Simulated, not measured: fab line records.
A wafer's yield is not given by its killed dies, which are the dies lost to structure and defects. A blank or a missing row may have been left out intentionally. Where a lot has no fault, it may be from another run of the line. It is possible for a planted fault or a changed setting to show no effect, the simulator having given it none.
The tool behind it: which one? :: flow nandHarc :: 36 wafers from 12 lots sampled at 5 of the route's 1302 steps

WHAT THE GAUGES SHOWED, per wafer
NHARC_END_SORT_01.
lot: L136
measured: day 26 00:02
on: prober-02
killedAtArray: 59 65 62
killedAtOther: 0 1 0
killedAtPeriphery: 9 6 2
killedDies: 68 72 64
killedOpen: 0 2 1
killedShort: 6 4 4

lot: L137
measured: day 26 07:50
on: prober-01
killedAtArray: 40 69 39
killedAtOther: 0 1 2
killedAtPeriphery: 11 11 5
killedDies: 51 81 46
killedOpen: 4 1 2
killedShort: 3 0 1

lot: L138
measured: day 26 18:13
on: prober-02
killedAtArray: 40 46 41
killedAtOther: 0 0 0
killedAtPeriphery: 3 2 3
killedDies: 43 48 44
killedOpen: 3 3 4
killedShort: 1 0 4

lot: L143
measured: day 28 19:38
on: prober-02
killedAtArray: 671 673 675
killedAtOther: 1 1 1
killedAtPeriphery: 5 3 1
killedDies: 677 677 677
killedOpen: 5 3 1
killedShort: 5 5 2

lot: L145
measured: day 28 22:02
on: prober-01
killedAtArray: 673 673 674
killedAtOther: 0 0 0
killedAtPeriphery: 4 4 3
killedDies: 677 677 677
killedOpen: 3 5 4
killedShort: 1 2 2

lot: L153
measured: day 33 02:47
on: prober-01
killedAtArray: 50 65 60
killedAtOther: 0 1 0
killedAtPeriphery: 4 6 4
killedDies: 54 72 64
killedOpen: 0 2 3
killedShort: 1 3 1

EACH LOT AND THE TOOL THAT RAN IT (in order: tool; ch and the chambers of the sampled wafers; start)
lot: L136
NHARC_A_CONTACT_DESCUM_74: rieDiel-12 ch 0,1,3, day 22 15:04
NHARC_A_CONTACT_ETCH_124: harCapEtch-01 ch 0, day 22 16:38
NHARC_A_CONTACT_ETCH_125: harCapEtch-01 ch 0, day 22 16:50
NHARC_A_CONTACT_ETCH_126: harCapEtch-01 ch 0, day 22 17:01

lot: L134
NHARC_A_CONTACT_DESCUM_74: rieDiel-12 ch 0,1,2, day 22 16:28
NHARC_A_CONTACT_ETCH_124: harCapEtch-03 ch 0,1, day 22 18:08
NHARC_A_CONTACT_ETCH_125: harCapEtch-03 ch 0,1, day 22 18:20
NHARC_A_CONTACT_ETCH_126: harCapEtch-03 ch 0,1, day 22 18:31

lot: L137
NHARC_A_CONTACT_DESCUM_74: rieDiel-12 ch 0,1, day 23 13:13
NHARC_A_CONTACT_ETCH_124: harCapEtch-03 ch 0,1, day 23 14:45
NHARC_A_CONTACT_ETCH_125: harCapEtch-03 ch 0,1, day 23 14:57
NHARC_A_CONTACT_ETCH_126: harCapEtch-03 ch 0,1, day 23 15:08

lot: L138
NHARC_A_CONTACT_DESCUM_74: rieDiel-12 ch 0,2,3, day 24 04:43
NHARC_A_CONTACT_ETCH_124: harCapEtch-03 ch 0,1, day 24 06:15
NHARC_A_CONTACT_ETCH_125: harCapEtch-03 ch 0,1, day 24 06:27
NHARC_A_CONTACT_ETCH_126: harCapEtch-03 ch 0,1, day 24 06:38

lot: L143
NHARC_A_CONTACT_DESCUM_74: rieDiel-12 ch 0,1,2, day 26 09:18
NHARC_A_CONTACT_ETCH_124: harCapEtch-03 ch 0,1, day 26 10:50
NHARC_A_CONTACT_ETCH_125: harCapEtch-03 ch 0,1, day 26 11:02
NHARC_A_CONTACT_ETCH_126: harCapEtch-03 ch 0,1, day 26 11:12

lot: L145
NHARC_A_CONTACT_DESCUM_74: rieDiel-10 ch 2,3, day 26 10:37
NHARC_A_CONTACT_ETCH_124: harCapEtch-02 ch 0,1, day 26 12:15
NHARC_A_CONTACT_ETCH_125: harCapEtch-02 ch 0,1, day 26 12:26
NHARC_A_CONTACT_ETCH_126: harCapEtch-02 ch 0,1, day 26 12:37

lot: L151
NHARC_A_CONTACT_DESCUM_74: rieDiel-12 ch 0,3, day 29 21:43
NHARC_A_CONTACT_ETCH_124: harCapEtch-02 ch 0,1, day 29 23:19
NHARC_A_CONTACT_ETCH_125: harCapEtch-02 ch 0,1, day 29 23:30
NHARC_A_CONTACT_ETCH_126: harCapEtch-02 ch 0,1, day 29 23:41

lot: L152
NHARC_A_CONTACT_DESCUM_74: rieDiel-13 ch 1,2, day 29 22:11
NHARC_A_CONTACT_ETCH_124: harCapEtch-01 ch 0,1, day 29 23:47
NHARC_A_CONTACT_ETCH_125: harCapEtch-01 ch 0,1, day 29 23:59
NHARC_A_CONTACT_ETCH_126: harCapEtch-01 ch 0,1, day 30 00:10

lot: L154
NHARC_A_CONTACT_DESCUM_74: rieDiel-12 ch 0,1,2, day 30 12:50
NHARC_A_CONTACT_ETCH_124: harCapEtch-02 ch 0,1, day 30 14:23
NHARC_A_CONTACT_ETCH_125: harCapEtch-02 ch 0,1, day 30 14:35
NHARC_A_CONTACT_ETCH_126: harCapEtch-02 ch 0,1, day 30 14:46

lot: L153
NHARC_A_CONTACT_DESCUM_74: rieDiel-13 ch 0,2,3, day 30 13:57
NHARC_A_CONTACT_ETCH_124: harCapEtch-01 ch 0,1, day 30 15:32
NHARC_A_CONTACT_ETCH_125: harCapEtch-01 ch 0,1, day 30 15:43
NHARC_A_CONTACT_ETCH_126: harCapEtch-01 ch 0,1, day 30 15:54

lot: L156
NHARC_A_CONTACT_DESCUM_74: rieDiel-12 ch 0,1, day 31 18:43
NHARC_A_CONTACT_ETCH_124: harCapEtch-01 ch 0,1, day 31 20:15
NHARC_A_CONTACT_ETCH_125: harCapEtch-01 ch 0,1, day 31 20:31
NHARC_A_CONTACT_ETCH_126: harCapEtch-01 ch 0,1, day 31 20:45

lot: L155
NHARC_A_CONTACT_DESCUM_74: rieDiel-12 ch 0,2,3, day 31 20:19
NHARC_A_CONTACT_ETCH_124: harCapEtch-03 ch 0,1, day 31 21:51
NHARC_A_CONTACT_ETCH_125: harCapEtch-03 ch 0,1, day 31 22:03
NHARC_A_CONTACT_ETCH_126: harCapEtch-03 ch 0,1, day 31 22:14
- NHARC_A_CONTACT_DESCUM_74: chemistry O2, time 3 s.
- NHARC_A_CONTACT_ETCH_124: etches the open film in C4F8/O2/Ar, time 140 s, target depth 700 nm.
- NHARC_A_CONTACT_ETCH_125: etches the open film in C4F8/O2/Ar, time 197 s, target depth 1918 nm.
- NHARC_A_CONTACT_ETCH_126: etches the open film in C4F8/O2/Ar, time 197 s, target depth 1918 nm.

AS READ BY THE TOOLS THEMSELVES (means over the sampled wafers that have a number; for cases with no such wafer, the mark the record gives instead)
NHARC_A_CONTACT_DESCUM_74.
lot: L136
tool: rieDiel-12
drypumpMotorCurrentA (A): 6.1
oesProductAu (a.u.): 0.995
rfVppV (V): 57.5
showerheadPlenumPTorr (Torr): 1.83
throttleValvePct (%): 11.318

lot: L134
tool: rieDiel-12
drypumpMotorCurrentA (A): 5.7
oesProductAu (a.u.): 1.004
rfVppV (V): 58.2
showerheadPlenumPTorr (Torr): 1.84
throttleValvePct (%): 11.316

lot: L137
tool: rieDiel-12
drypumpMotorCurrentA (A): 5.9
oesProductAu (a.u.): 1.007
rfVppV (V): 57.7
showerheadPlenumPTorr (Torr): 1.79
throttleValvePct (%): 11.317

lot: L138
tool: rieDiel-12
drypumpMotorCurrentA (A): 5.7
oesProductAu (a.u.): 1.002
rfVppV (V): 58.0
showerheadPlenumPTorr (Torr): 1.85
throttleValvePct (%): 11.312

lot: L143
tool: rieDiel-12
drypumpMotorCurrentA (A): 5.7
oesProductAu (a.u.): 1.002
rfVppV (V): 57.2
showerheadPlenumPTorr (Torr): 1.83
throttleValvePct (%): 11.311

lot: L145
tool: rieDiel-10
drypumpMotorCurrentA (A): 5.8
oesProductAu (a.u.): 0.995
rfVppV (V): 57.7
showerheadPlenumPTorr (Torr): 1.90
throttleValvePct (%): 11.309

lot: L151
tool: rieDiel-12
drypumpMotorCurrentA (A): 5.9
oesProductAu (a.u.): 1.005
rfVppV (V): 58.7
showerheadPlenumPTorr (Torr): 2.01
throttleValvePct (%): 11.307

lot: L152
tool: rieDiel-13
drypumpMotorCurrentA (A): 5.8
oesProductAu (a.u.): 0.997
rfVppV (V): 57.9
showerheadPlenumPTorr (Torr): 1.87
throttleValvePct (%): 11.311

lot: L154
tool: rieDiel-12
drypumpMotorCurrentA (A): 5.7
oesProductAu (a.u.): 1.004
rfVppV (V): 58.2
showerheadPlenumPTorr (Torr): 1.93
throttleValvePct (%): 11.303

lot: L153
tool: rieDiel-13
drypumpMotorCurrentA (A): 5.8
oesProductAu (a.u.): 0.990
rfVppV (V): 57.8
showerheadPlenumPTorr (Torr): 1.91
throttleValvePct (%): 11.309

lot: L156
tool: rieDiel-12
drypumpMotorCurrentA (A): 5.9
oesProductAu (a.u.): 1.009
rfVppV (V): 58.4
showerheadPlenumPTorr (Torr): 1.99
throttleValvePct (%): 11.315

lot: L155
tool: rieDiel-12
drypumpMotorCurrentA (A): 5.7
oesProductAu (a.u.): 1.006
rfVppV (V): 57.8
showerheadPlenumPTorr (Torr): 1.95
throttleValvePct (%): 11.310

NHARC_A_CONTACT_ETCH_124.
lot: L136
tool: harCapEtch-01
chamberPressureMTorr (mTorr): 19.993
oesAirLineAu (a.u.): 1.027

lot: L134
tool: harCapEtch-03
chamberPressureMTorr (mTorr): 19.996
oesAirLineAu (a.u.): 1.021

lot: L137
tool: harCapEtch-03
chamberPressureMTorr (mTorr): 20.011
oesAirLineAu (a.u.): 0.982

lot: L138
tool: harCapEtch-03
chamberPressureMTorr (mTorr): 19.981
oesAirLineAu (a.u.): 1.025

lot: L143
tool: harCapEtch-03
chamberPressureMTorr (mTorr): 20.016
oesAirLineAu (a.u.): 1.013

lot: L145
tool: harCapEtch-02
chamberPressureMTorr (mTorr): 19.990
oesAirLineAu (a.u.): 0.985

lot: L151
tool: harCapEtch-02
chamberPressureMTorr (mTorr): 19.991
oesAirLineAu (a.u.): 0.988

lot: L152
tool: harCapEtch-01
chamberPressureMTorr (mTorr): 20.000
oesAirLineAu (a.u.): 1.007

lot: L154
tool: harCapEtch-02
chamberPressureMTorr (mTorr): 19.999
oesAirLineAu (a.u.): 0.986

lot: L153
tool: harCapEtch-01
chamberPressureMTorr (mTorr): 19.988
oesAirLineAu (a.u.): 1.016

lot: L156
tool: harCapEtch-01
chamberPressureMTorr (mTorr): 19.991
oesAirLineAu (a.u.): 1.018

lot: L155
tool: harCapEtch-03
chamberPressureMTorr (mTorr): 19.987
oesAirLineAu (a.u.): 1.003

NHARC_A_CONTACT_ETCH_125.
lot: L136
tool: harCapEtch-01
chamberPressureMTorr (mTorr): 20.012
oesAirLineAu (a.u.): 0.978

lot: L134
tool: harCapEtch-03
chamberPressureMTorr (mTorr): 19.985
oesAirLineAu (a.u.): 1.006

lot: L137
tool: harCapEtch-03
chamberPressureMTorr (mTorr): 19.995
oesAirLineAu (a.u.): 1.029

lot: L138
tool: harCapEtch-03
chamberPressureMTorr (mTorr): 19.991
oesAirLineAu (a.u.): 1.024

lot: L143
tool: harCapEtch-03
chamberPressureMTorr (mTorr): 20.009
oesAirLineAu (a.u.): 1.004

lot: L145
tool: harCapEtch-02
chamberPressureMTorr (mTorr): 19.987
oesAirLineAu (a.u.): 1.034

lot: L151
tool: harCapEtch-02
chamberPressureMTorr (mTorr): 19.988
oesAirLineAu (a.u.): 0.998

lot: L152
tool: harCapEtch-01
chamberPressureMTorr (mTorr): 19.991
oesAirLineAu (a.u.): 0.984

lot: L154
tool: harCapEtch-02
chamberPressureMTorr (mTorr): 20.005
oesAirLineAu (a.u.): 1.010

lot: L153
tool: harCapEtch-01
chamberPressureMTorr (mTorr): 19.996
oesAirLineAu (a.u.): 0.997

lot: L156
tool: harCapEtch-01
chamberPressureMTorr (mTorr): 20.008
oesAirLineAu (a.u.): 1.003

lot: L155
tool: harCapEtch-03
chamberPressureMTorr (mTorr): 19.998
oesAirLineAu (a.u.): 0.987

NHARC_A_CONTACT_ETCH_126.
lot: L136
tool: harCapEtch-01
chamberPressureMTorr (mTorr): 20.018
oesAirLineAu (a.u.): 0.990

lot: L134
tool: harCapEtch-03
chamberPressureMTorr (mTorr): 19.997
oesAirLineAu (a.u.): 1.009

lot: L137
tool: harCapEtch-03
chamberPressureMTorr (mTorr): 19.983
oesAirLineAu (a.u.): 1.010

lot: L138
tool: harCapEtch-03
chamberPressureMTorr (mTorr): 20.009
oesAirLineAu (a.u.): 1.002

lot: L143
tool: harCapEtch-03
chamberPressureMTorr (mTorr): -
oesAirLineAu (a.u.): -

lot: L145
tool: harCapEtch-02
chamberPressureMTorr (mTorr): -
oesAirLineAu (a.u.): -

lot: L151
tool: harCapEtch-02
chamberPressureMTorr (mTorr): 19.985
oesAirLineAu (a.u.): 0.993

lot: L152
tool: harCapEtch-01
chamberPressureMTorr (mTorr): 20.006
oesAirLineAu (a.u.): 1.010

lot: L154
tool: harCapEtch-02
chamberPressureMTorr (mTorr): 19.988
oesAirLineAu (a.u.): 0.995

lot: L153
tool: harCapEtch-01
chamberPressureMTorr (mTorr): 19.986
oesAirLineAu (a.u.): 0.995

lot: L156
tool: harCapEtch-01
chamberPressureMTorr (mTorr): 19.997
oesAirLineAu (a.u.): 0.997

lot: L155
tool: harCapEtch-03
chamberPressureMTorr (mTorr): 19.980
oesAirLineAu (a.u.): 1.005

THE ANSWER, worked out from the rows above alone
Rule: usual is defined by the lots themselves. The widest of any qualifying gaps counts: lots, ordered by their means at a reading, are off when they make up no more than a third of the lots, leave a main group of 4 or more, and stand apart from it by 3 or more times the standard deviation of that group's means. A main group whose means are all the same, to the digits that the tables above print for the reading, isn't used. Also off: a lot with no number at a reading for which 4 or more lots have one. Where the step has rows for the other lots, those lots are counted as sound. Order of review: gauges by route order, followed by the tools' own readings, for which a lot's mean as printed above is used. The first step at which some lot is off is used, and at that step the reading that is off furthest; a lot without a number counts as furthest.
Off: L143, L145, at NHARC_END_SORT_01 (killedAtArray). Mean 53 and standard deviation 7.7 in the main group. Neither off nor sound, because the step has no rows for them: L134, L151, L152, L154, L156, L155.
If a tool, at a process step before that reading, ran all the lots that are off and no sound lot after the first of them, it fits. Not tried: the gauges at NHARC_END_SORT_01; whatever is off there is also off at NHARC_A_CONTACT_ETCH_126, on other tools, and gauge error can't account for it. Not one of the candidates tried fits.

WHAT HAD BEEN PUT IN BY THE SIMULATOR
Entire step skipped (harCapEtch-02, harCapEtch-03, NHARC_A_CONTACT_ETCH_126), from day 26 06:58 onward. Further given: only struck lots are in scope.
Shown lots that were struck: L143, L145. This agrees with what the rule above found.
